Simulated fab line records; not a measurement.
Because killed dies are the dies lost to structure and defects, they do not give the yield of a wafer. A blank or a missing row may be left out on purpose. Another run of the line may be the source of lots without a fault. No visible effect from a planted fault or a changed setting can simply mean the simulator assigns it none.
Matching of chambers    flow n5Finfet    N5_BEOL_M5_DEP_56 on pecvd-02: 3 sister chambers
The step deposits SiCN from 3MS/NH3, target thk 8 nm, time 14 s. 27 wafers are shown with their chamber, then 12 later ones without.

## WAFERS, EACH WITH ITS CHAMBER
wafer   chamber  throttleValvePct (%)  showerheadPlenumPTorr (Torr)  rfFwdPowerW (W)
L074.2  1        9.7                   3.653                         200.4
L074.5  1        9.6                   3.644                         199.8
L074.6  0        9.3                   3.654                         200.1
L077.1  1        9.5                   3.650                         199.8
L077.3  0        9.6                   3.655                         199.5
L077.5  1        9.6                   3.645                         200.0
L079.1  1        9.6                   3.641                         200.3
L079.4  1        9.9                   3.648                         199.1
L079.6  0        9.9                   3.650                         200.3
L080.1  0        9.6                   3.650                         201.4
L080.3  0        9.4                   3.663                         200.9
L080.6  0        9.6                   3.658                         200.6
L082.1  0        9.6                   3.649                         199.1
L082.4  1        9.6                   3.652                         200.2
L082.6  0        9.9                   3.658                         199.8
L083.1  1        9.8                   3.628                         199.9
L083.2  0        9.6                   3.661                         199.8
L083.4  1        9.8                   3.646                         198.6
L086.1  0        9.5                   3.648                         199.2
L086.2  2        8.0                   3.640                         199.6
L086.4  0        9.7                   3.657                         199.6
L087.2  0        9.3                   3.652                         199.4
L087.5  1        9.5                   3.640                         199.8
L087.6  2        8.1                   3.644                         201.3
L090.1  0        9.5                   3.653                         199.9
L090.3  1        9.5                   3.645                         199.3
L090.6  1        9.6                   3.643                         199.8

SIGNATURES (means of the wafers above)
reading                chamber 0  chamber 1  chamber 2  scatter within a chamber
throttleValvePct       9.577      9.642      8.050      0.16
showerheadPlenumPTorr  3.65446    3.64458    3.64200    0.00561
rfFwdPowerW            199.969    199.750    200.450    0.644
Rule: for each reading, subtract the chamber's mean from the wafer's reading, divide by that reading's scatter and square the result; add these up over the readings and take the root, which gives the wafer's distance from the chamber. If the next closest chamber is less than 2 further off than the closest, the wafer can't be placed; otherwise it belongs to the closest. The scatter: take each reading less its chamber's mean, square it, sum over the shown wafers, divide by the number of wafers less the number of chambers, and take the root.

## WAFERS WHOSE CHAMBER IS MISSING
wafer   throttleValvePct (%)  showerheadPlenumPTorr (Torr)  rfFwdPowerW (W)
L091.4  9.6                   3.640                         200.5
L091.5  8.2                   3.642                         200.3
L091.6  9.8                   3.654                         199.8
L095.1  8.3                   3.645                         200.4
L095.3  10.0                  3.654                         199.5
L095.4  9.9                   3.644                         199.4
L096.2  9.6                   3.655                         200.3
L096.3  8.4                   3.640                         200.9
L096.6  8.3                   3.639                         200.1
L097.1  9.9                   3.653                         200.0
L097.4  9.8                   3.650                         200.1
L097.5  9.7                   3.645                         198.6

## THE CHAMBER EACH PASSED THROUGH
wafer   from the rows above      in truth
L091.4  can't be placed: 1 or 0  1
L091.5  2                        2
L091.6  can't be placed: 0 or 1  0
L095.1  2                        2
L095.3  can't be placed: 0 or 1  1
L095.4  can't be placed: 1 or 0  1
L096.2  can't be placed: 0 or 1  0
L096.3  2                        2
L096.6  2                        2
L097.1  can't be placed: 0 or 1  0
L097.4  can't be placed: 1 or 0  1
L097.5  can't be placed: 1 or 0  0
Correctly placed: 4 of 12. These rows do not allow placing 8 (true chamber among the candidates in 8). Placed wrongly: 0.
